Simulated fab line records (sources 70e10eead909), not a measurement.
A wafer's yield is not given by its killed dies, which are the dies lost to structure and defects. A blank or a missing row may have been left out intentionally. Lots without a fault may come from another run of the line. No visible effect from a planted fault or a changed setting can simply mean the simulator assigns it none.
fab line records	flow nand-harc
record: lots: 15	wafers: 42	last-day: 24
route steps=1159 shown A_CHANNEL_HOLE_D1@464
lots that met no fault: taken from a fault-free run of the same line
start-h: hours from the record's first day to the start of the lot's first wafer shown	wait-h: hours from the lot's prior step to this one	" as in the row above	L1.1+2: several wafers, shown together as one row	- no value, or no start given	* or withheld: withheld	< > ~ a bound
route shown NAME@n: a module of which the file shows steps, and the number in the route of the first	usual: mean/standard deviation taken from wafers without a fault	same: alike in all rows	chamber/n: place in a boat	sites: readings site by site	_std_site: the standard deviation of these	_edge_site: the outer-site mean with the inner-site mean subtracted	radius-mm: for every site, how far away it sits from the centre of the wafer	mask NAME#n: copy n	behind: tool/chamber where the wafer was last shaped	hold: what put the lot on hold/how long, in hours/how the hold closed	device: which transistor (n, p or np) failed to switch	end of line: tests of these same wafers at the route's end	a step given without rows: its recipe and nothing more	killed: at the first sort, the dies lost to defects and structure; wafer yield is something else	map: a wafer's dies, x killed, . not, _ none there
set.NAME: the run value of the setting; set.NAME@STEP: its run value at that earlier step	model.NAME: the simulator's own value behind a step, which no gauge read
route steps across a sampled set of lots; one table per step, one row per wafer
services: when a tool's chamber went out of use (start-h, in hours from the record's first day, below 0 if earlier), for how many hours, and the reason
== steps ==
step: NHARC_A_CHANNEL_HOLE_D1_INSPECT_12
usual: raw-defect-count: 5.1/2.7
lot.wafer	tool	chamber	start-h	wait-h	raw-defect-count
L982.2	defect-inspect-01	-	176.16	0.0	3
L982.5	"	-	"	"	4
L982.6	"	-	"	"	3
L983.3	defect-inspect-01	-	176.97	0.0	10
L983.4	"	-	"	"	1
L983.5	"	-	"	"	9
L984.1	defect-inspect-01	-	192.47	0.0	2
L984.2	"	-	"	"	2
L984.5	"	-	"	"	3
L985.1	defect-inspect-02	-	192.92	0.0	2
L985.3	"	-	"	"	7
L985.4	"	-	"	"	4
L988.3	defect-inspect-02	-	206.44	0.0	5
L988.4	"	-	"	"	5
L988.5	"	-	"	"	2
L992.2	defect-inspect-01	-	236.39	0.0	12
L992.4	"	-	"	"	5
L992.5	"	-	"	"	8
L994.2	defect-inspect-02	-	254.53	0.0	7
L994.4	"	-	"	"	2
L993.1	defect-inspect-02	-	255.82	0.0	8
L993.4	"	-	"	"	4
L997.3	defect-inspect-02	-	268.96	0.1	8
L997.4	"	-	"	"	8
L997.6	"	-	"	"	6
L996.1	defect-inspect-02	-	269.12	0.0	6
L996.4	"	-	"	"	5
L999.2	defect-inspect-02	-	280.04	0.0	4
L999.3	"	-	"	"	6
L999.5	"	-	"	"	1
L101.1	defect-inspect-02	-	280.20	0.0	4
L101.2	"	-	"	"	8
L101.6	"	-	"	"	3
L103.2	defect-inspect-02	-	292.85	0.0	6
L103.3	"	-	"	"	7
L103.6	"	-	"	"	2
L102.1	defect-inspect-01	-	293.96	0.0	17
L102.4	"	-	"	"	9
L102.5	"	-	"	"	3
L105.1	defect-inspect-01	-	313.27	0.0	5
L105.2	"	-	"	"	5
L105.4	"	-	"	"	6
step: NHARC_A_CHANNEL_HOLE_D1_ETCH_39
recipe: target-depth-a: 2600	over-etch-frac: 0.3	time-s: 325	ion-energy-ev: 200	n2-flow-sccm: 150	h2-flow-sccm: 150	ar-flow-sccm: 0	rf-w: 400	bias-w: 150	chemistry: N2/H2
usual: bias-w: 150.0/0.47	drypump-motor-current-A: 5.38/0.29	mfc-ar-sccm: 0.011/0.011	oes-product-au: 0.998/0.0079	rf-vpp-V: 430.3/2.5	run-length-s: 346.3/0.37	showerhead-plenum-p-Torr: 2.03/0.087	throttle-valve-pct: 14.170/0.0095
lot.wafer	tool	chamber	start-h	wait-h	bias-w	drypump-motor-current-A	mfc-ar-sccm	oes-product-au	rf-hours-counter-h	rf-vpp-V	run-length-s	showerhead-plenum-p-Torr	throttle-valve-pct
L982.2	rie-diel-01	1	-	-	150.0	5.35	0	0.996	2	428.8	346.3	1.98	14.178
L982.5	"	0	"	"	150.1	5.58	0	0.981	-	432.6	347.2	2.08	14.168
L982.6	"	1	"	"	150.0	5.38	0	0.999	-	428.1	346.4	1.98	14.187
L983.3	rie-diel-03	1	-	-	150.3	5.75	0.022	0.999	7	425.8	346.4	1.90	14.163
L983.5	"	2	"	"	149.7	5.36	0.006	1.005	-	426.8	346.2	1.90	14.179
L983.4	"	3	"	"	150.5	5.55	0.026	0.986	-	432.1	346.1	2.12	14.166
L984.2	rie-diel-03	3	-	-	150.0	5.48	0.026	1.001	10	433.1	346.0	2.12	14.173
L984.1	"	2	"	"	151.1	5.35	0.006	1.002	10	426.1	346.0	1.90	14.183
L984.5	"	3	"	"	150.1	5.48	0.026	0.997	-	432.9	345.9	2.12	14.153
L985.4	rie-diel-07	2	-	-	150.1	5.37	0.009	1.007	10	432.9	346.4	2.04	14.163
L985.1	"	0	"	"	150.1	5.47	0.013	0.993	9	429.8	346.4	1.98	14.165
L985.3	"	1	"	"	150.4	5.64	0	1.000	9	432.8	346.5	2.15	14.179
L988.4	rie-diel-01	2	-	-	149.7	4.89	0	0.995	1	433.0	346.3	2.08	14.162
L988.3	"	1	"	"	150.4	5.37	0	1.007	4	430.0	346.8	1.98	14.170
L988.5	"	2	"	"	149.5	4.91	0	0.992	-	431.9	346.2	2.08	14.173
L992.4	rie-diel-03	2	-	-	149.6	5.36	0.006	1.005	0	426.2	346.1	1.90	14.176
L992.2	"	3	"	"	149.3	5.50	0.026	0.989	1	432.3	346.1	2.12	14.168
L992.5	"	2	"	"	149.8	5.33	0.006	1.008	-	426.0	346.1	1.90	14.187
L994.4	rie-diel-07	3	-	-	149.8	4.93	0	1.012	1	435.3	346.6	2.13	14.155
L994.2	"	2	"	"	150.7	5.37	0.009	0.997	1	429.6	346.8	2.04	14.184
L993.4	rie-diel-07	2	-	-	150.1	5.39	0.009	0.993	1	430.4	346.3	2.04	14.182
L993.1	"	3	"	"	149.9	4.89	0	0.999	2	433.1	346.4	2.13	14.157
L997.4	rie-diel-03	3	-	-	150.4	5.45	0.026	0.977	3	431.4	346.4	2.12	14.186
L997.3	"	1	"	"	149.2	5.74	0.022	0.987	3	427.7	346.7	1.90	14.156
L997.6	"	2	"	"	150.5	5.38	0.006	1.009	-	426.5	346.0	1.90	14.181
L996.1	rie-diel-07	3	-	-	149.4	4.92	0	0.988	3	433.8	347.0	2.13	14.176
L996.4	"	1	"	"	150.0	5.61	0	0.995	3	432.2	346.1	2.15	14.171
L999.2	rie-diel-03	2	-	-	150.7	5.36	0.006	1.002	3	425.8	346.7	1.89	14.164
L999.3	"	3	"	"	149.6	5.47	0.026	0.987	4	433.4	345.8	2.11	14.173
L999.5	"	0	"	"	150.2	5.02	0.032	0.993	-	430.1	345.7	2.00	14.166
L101.2	rie-diel-01	2	-	-	151.0	4.90	0	0.996	7	430.6	346.6	2.08	14.175
L101.1	"	0	"	"	149.8	5.61	0	1.000	9	431.5	346.8	2.08	14.168
L101.6	"	2	"	"	150.1	4.91	0	0.994	-	430.8	346.6	2.08	14.167
L103.3	rie-diel-03	2	-	-	150.0	5.34	0.006	1.002	4	425.6	346.7	1.90	14.156
L103.2	"	3	"	"	149.4	5.49	0.026	0.982	5	433.6	345.9	2.11	14.158
L103.6	"	1	"	"	150.2	5.72	0.022	0.991	-	426.1	346.5	1.90	14.183
L102.1	rie-diel-01	0	-	-	150.9	5.55	0	1.001	10	431.4	346.9	2.08	14.173
L102.4	"	1	"	"	148.8	5.34	0	1.008	10	429.2	346.8	1.98	14.194
L102.5	"	3	"	"	149.6	5.95	0	0.997	-	431.3	346.0	2.07	14.180
L105.1	rie-diel-03	2	-	-	149.6	5.36	0.006	0.999	5	426.2	346.8	1.89	14.166
L105.4	"	0	"	"	150.7	5.01	0.032	1.010	6	429.4	345.7	2.00	14.181
L105.2	"	1	"	"	150.5	5.75	0.022	1.004	5	426.8	346.4	1.89	14.161
step: NHARC_A_CHANNEL_HOLE_D1_ETCH_16
recipe: target-depth-a: 31000	over-etch-frac: 0.3	time-s: 806	ion-energy-ev: 150	o2-flow-sccm: 400	cos-flow-sccm: 20	ar-flow-sccm: 0	rf-w: 500	bias-w: 300	chemistry: O2/COS
usual: bias-w: 300.1/0.9	drypump-motor-current-A: 5.39/0.29	mfc-ar-sccm: 0.010/0.011	oes-product-au: 0.999/0.008	rf-vpp-V: 314.0/1.8	run-length-s: 827.3/0.41	showerhead-plenum-p-Torr: 3.11/0.12	throttle-valve-pct: 28.330/0.0084
lot.wafer	tool	chamber	start-h	wait-h	bias-w	drypump-motor-current-A	mfc-ar-sccm	oes-product-au	rf-hours-counter-h	rf-vpp-V	run-length-s	showerhead-plenum-p-Torr	throttle-valve-pct
L982.2	rie-diel-01	1	176.92	-	299.9	5.38	0	1.010	2	312.0	827.6	3.04	28.336
L982.5	"	1	"	"	300.2	5.34	0	0.997	-	313.8	827.5	3.04	28.326
L982.6	"	3	"	"	301.6	5.97	0	0.998	-	314.1	827.1	3.17	28.332
L983.3	rie-diel-03	3	177.73	-	299.6	5.46	0.026	0.992	9	315.4	826.7	3.23	28.337
L983.4	"	2	"	"	301.0	5.33	0.006	1.005	-	310.3	827.1	2.92	28.334
L983.5	"	1	"	"	300.2	5.71	0.022	1.002	-	311.6	827.2	2.92	28.339
L984.2	rie-diel-03	1	193.12	-	300.2	5.75	0.022	0.994	9	310.8	827.7	2.92	28.323
L984.1	"	3	"	"	299.4	5.47	0.026	0.986	10	314.0	826.8	3.23	28.329
L984.5	"	1	"	"	299.7	5.73	0.022	0.993	-	312.0	827.0	2.92	28.328
L985.1	rie-diel-07	1	193.58	-	300.2	5.60	0	0.997	9	315.5	826.9	3.27	28.335
L985.4	"	2	"	"	299.6	5.37	0.009	0.998	10	314.1	827.5	3.12	28.327
L985.3	"	3	"	"	299.5	4.94	0	1.001	10	316.7	827.7	3.26	28.326
L988.4	rie-diel-01	1	207.03	-	299.9	5.35	0	0.997	4	312.7	827.7	3.04	28.334
L988.3	"	0	"	"	298.9	5.57	0	1.004	4	314.7	827.8	3.18	28.328
L988.5	"	1	"	"	300.7	5.40	0	1.008	-	313.3	828.0	3.04	28.324
L992.4	rie-diel-03	0	236.98	-	299.6	5.01	0.032	1.005	1	314.7	826.7	3.07	28.338
L992.2	"	3	"	"	301.2	5.45	0.026	0.989	1	314.9	826.7	3.23	28.327
L992.5	"	1	"	"	299.8	5.73	0.022	0.989	-	310.9	827.3	2.92	28.337
L994.2	rie-diel-07	1	255.18	-	-	5.65	0	0.998	1	315.7	611.7	3.27	28.331
L994.4	"	2	"	"	-	5.37	0.009	1.003	1	313.3	611.8	3.12	28.338
L993.4	rie-diel-07	1	256.41	-	-	5.63	0	0.989	2	318.1	611.9	3.27	28.335
L993.1	"	0	"	"	299.7	5.48	0.013	1.011	2	311.4	827.6	3.04	28.335
L997.4	rie-diel-03	3	269.55	-	299.4	5.49	0.026	0.989	3	315.6	826.7	3.23	28.322
L997.3	"	1	"	"	301.9	5.72	0.022	1.002	3	312.1	827.1	2.92	28.316
L997.6	"	3	"	"	298.4	5.46	0.026	0.987	-	315.9	827.1	3.23	28.327
L996.4	rie-diel-07	3	269.77	-	-	4.91	0	0.993	3	316.6	612.4	3.25	28.333
L996.1	"	0	"	"	300.9	5.50	0.013	0.995	3	313.6	827.2	3.04	28.320
L999.3	rie-diel-03	3	280.64	-	300.2	5.48	0.026	0.987	4	316.2	826.9	3.23	28.331
L999.2	"	2	"	"	298.7	5.36	0.006	1.007	4	312.2	827.2	2.92	28.326
L999.5	"	0	"	"	299.1	5.03	0.032	1.000	-	313.9	826.9	3.07	28.332
L101.1	rie-diel-01	1	280.90	-	299.9	5.38	0	1.019	10	312.3	827.3	3.04	28.351
L101.2	"	2	"	"	298.9	4.93	0	1.000	8	313.0	827.1	3.17	28.334
L101.6	"	0	"	"	300.4	5.60	0	1.017	-	314.1	828.1	3.18	28.336
L103.3	rie-diel-03	2	293.44	-	301.2	5.36	0.006	1.007	4	311.4	827.4	2.92	28.322
L103.2	"	3	"	"	299.5	5.48	0.026	0.987	5	313.7	827.0	3.23	28.328
L103.6	"	2	"	"	299.9	5.37	0.006	1.007	-	312.6	826.9	2.92	28.343
L102.4	rie-diel-01	2	294.55	-	302.1	4.90	0	0.986	9	314.0	827.6	3.17	28.330
L102.1	"	3	"	"	299.9	5.93	0	1.003	11	315.1	827.4	3.17	28.326
L102.5	"	2	"	"	300.8	4.91	0	1.012	-	315.1	827.4	3.17	28.314
L105.4	rie-diel-03	3	313.92	-	303.4	5.43	0.026	0.986	6	314.7	826.7	3.23	28.328
L105.2	"	0	"	"	299.6	5.02	0.032	0.993	6	312.6	826.7	3.07	28.336
L105.1	"	1	"	"	301.4	5.73	0.022	0.993	5	311.0	827.1	2.92	28.328
step: NHARC_A_CHANNEL_HOLE_D1_ETCH_22
recipe: bias-v: 3000	source-w: withheld	pressure-mtorr: 20	time-s: 666.7	ar-flow-sccm: 375	c4f8-flow-sccm: 89.3	o2-flow-sccm: 35.7	temp-c: -20	target-depth-a: 16000	chemistry: C4F8/O2/Ar
usual: c4f8-flow-sccm: 89.32/0.27	drypump-motor-current-A: 6.2/0.39	mfc-ar-sccm: 375.0/1.1	run-length-s: 651.7/0	showerhead-plenum-p-Torr: 3.71/0.11	throttle-valve-pct: 32.155/0.0091
lot.wafer	tool	chamber	start-h	wait-h	c4f8-flow-sccm	drypump-motor-current-A	mfc-ar-sccm	rf-hours-counter-h	run-length-s	showerhead-plenum-p-Torr	throttle-valve-pct
L982.2	har-etch-02	1	178.58	0.4	89.30	5.8	376.7	103	651.7	3.68	32.158
L982.5	"	0	"	"	89.14	6.0	374.6	-	651.7	3.87	32.171
L982.6	"	1	"	"	89.37	5.8	374.4	-	651.7	3.68	32.165
L983.3	har-etch-01	0	181.73	0.4	88.94	6.7	373.7	-	651.7	3.58	32.164
L983.4	"	1	"	"	89.14	6.5	375.9	-	651.7	3.77	32.158
L983.5	"	0	"	"	89.29	6.7	376.4	-	651.7	3.58	32.166
L984.2	har-etch-02	0	194.57	0.4	88.84	6.0	375.5	109	651.7	3.87	32.169
L984.1	"	1	"	"	89.32	5.8	375.4	109	651.7	3.68	32.145
L984.5	"	1	"	"	89.57	5.8	375.3	-	651.7	3.68	32.162
L985.1	har-etch-01	1	195.15	0.4	89.68	6.5	375.4	201	651.7	3.77	32.132
L985.4	"	0	"	"	88.91	6.7	376.1	-	651.7	3.58	32.158
L985.3	"	1	"	"	89.52	6.5	375.5	-	651.7	3.77	32.143
L988.4	har-etch-01	0	208.74	0.4	89.21	6.7	373.9	-	651.7	3.57	32.157
L988.3	"	1	"	"	89.56	6.5	373.7	-	651.7	3.76	32.167
L988.5	"	0	"	"	89.61	6.7	373.9	-	651.7	3.57	32.137
L992.2	har-etch-02	0	238.60	0.4	88.65	6.0	374.1	127	651.7	3.86	32.163
L992.4	"	1	"	"	89.06	5.8	375.3	-	651.7	3.67	32.168
L992.5	"	1	"	"	89.29	5.7	373.9	-	651.7	3.67	32.147
L994.2	har-etch-02	1	256.74	0.4	89.63	5.7	374.8	134	651.7	3.67	32.151
L994.4	"	1	"	"	89.12	5.7	375.0	-	651.7	3.67	32.155
L993.1	har-etch-02	1	260.92	0.4	88.76	5.8	374.3	138	651.7	3.67	32.170
L993.4	"	0	"	"	89.12	6.0	373.5	-	651.7	3.85	32.158
L997.3	har-etch-01	1	271.26	0.4	89.61	6.5	373.8	-	651.7	3.75	32.161
L997.4	"	0	"	"	89.43	6.7	376.8	-	651.7	3.56	32.149
L997.6	"	1	"	"	89.32	6.5	374.6	-	651.7	3.75	32.161
L996.1	har-etch-02	1	271.32	0.4	89.25	5.7	375.6	144	651.7	3.66	32.142
L996.4	"	1	"	"	89.58	5.7	376.1	-	651.7	3.66	32.161
L999.2	har-etch-02	1	282.24	0.4	89.38	5.8	374.4	149	651.7	3.66	32.156
L999.3	"	1	"	"	89.27	5.7	373.6	-	651.7	3.66	32.140
L999.5	"	1	"	"	89.25	5.8	373.6	-	651.7	3.66	32.141
L101.1	har-etch-01	0	285.95	0.4	89.14	6.7	374.8	242	651.7	3.55	32.148
L101.2	"	1	"	"	89.07	6.5	375.6	242	651.7	3.74	32.157
L101.6	"	0	"	"	89.47	6.7	374.7	-	651.7	3.55	32.145
L103.2	har-etch-01	0	294.96	0.4	89.34	6.7	374.0	247	651.7	3.55	32.159
L103.3	"	0	"	"	89.63	6.7	375.9	-	651.7	3.55	32.146
L103.6	"	0	"	"	89.45	6.7	375.0	-	651.7	3.55	32.161
L102.1	har-etch-02	1	296.18	0.4	89.50	5.8	375.7	158	651.7	3.65	32.145
L102.4	"	1	"	"	89.64	5.7	375.2	-	651.7	3.65	32.165
L102.5	"	1	"	"	89.54	5.7	374.1	-	651.7	3.65	32.146
L105.1	har-etch-02	1	315.39	0.4	89.60	5.8	374.8	165	651.7	3.65	32.161
L105.2	"	0	"	"	89.81	6.0	373.8	165	651.7	3.84	32.156
L105.4	"	0	"	"	89.29	6.0	374.8	-	651.7	3.84	32.156
== services ==
tool	chamber	start-h	hours	kind
rie-diel-03	0	162.40	16.2	repair
rie-diel-01	2	169.09	25.7	repair
rie-diel-03	1	169.80	-	clean
rie-diel-03	2	169.80	-	clean
rie-diel-03	3	169.80	-	clean
rie-diel-01	-	179.47	0.5	repair
rie-diel-03	0	194.30	-	clean
rie-diel-03	1	194.30	-	clean
rie-diel-03	2	194.30	-	clean
rie-diel-03	3	194.30	-	clean
rie-diel-07	3	195.03	1.2	repair
rie-diel-03	-	215.30	9.0	pm
rie-diel-03	0	215.30	9.0	vent-cycle
rie-diel-03	1	215.30	9.0	vent-cycle
rie-diel-03	2	215.30	9.0	vent-cycle
rie-diel-03	3	215.30	9.0	vent-cycle
rie-diel-03	0	224.30	-	clean
rie-diel-03	1	224.30	-	clean
rie-diel-03	2	224.30	-	clean
rie-diel-07	-	228.46	9.0	pm
rie-diel-03	2	301.21	11.3	repair
rie-diel-03	1	305.65	7.5	repair
har-etch-01	-	308.77	17.0	pm
rie-diel-01	-	314.80	9.0	pm
== key ==
first-sign: step: NHARC_A_CHANNEL_HOLE_D1_ETCH_16	reading: run-length-s	direction: down	sigmas: 99+	usual: *	struck: *
effect none on later readings
met-at NHARC_A_CHANNEL_HOLE_D1_ETCH_16
struck-lots L993,L994,L996
struck-wafers L993.4,L994.2,L994.4,L996.4
later-rows-left-out L993.4,L994.2,L994.4,L996.4
sort-left-out L993.4,L994.2,L994.4,L996.4
tester-left-out L993,L994,L996
not-acting-at NHARC_A_CHANNEL_HOLE_D1_INSPECT_12,NHARC_A_CHANNEL_HOLE_D1_ETCH_39,NHARC_A_CHANNEL_HOLE_D1_ETCH_22
onset-between 193.58 255.18
fault: kind: process-parameter-drift	tool: rie-diel-07	chamber: -	onset-h: 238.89	steps: NHARC_A_CHANNEL_HOLE_D1_ETCH_16	channel: time-s	offset: *	shape: step	end-h: 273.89	scope: struck-wafers-only	acts-in: *	stated: *
tester-left-out: of these lots the tester's yield and bins aren't shown, on N5 and GAA mostly nor the transistor test; their killed dies are dies lost to structure and defects alone, not to doping, threshold or leakage, so they don't give the yield
sort-left-out: the simulated sort isn't trusted on such a fault, so these wafers' sort isn't shown, and their yield isn't known
later-rows-left-out: the simulator's readings of these wafers behind a module that went badly wrong aren't trusted and aren't shown, but for the sort
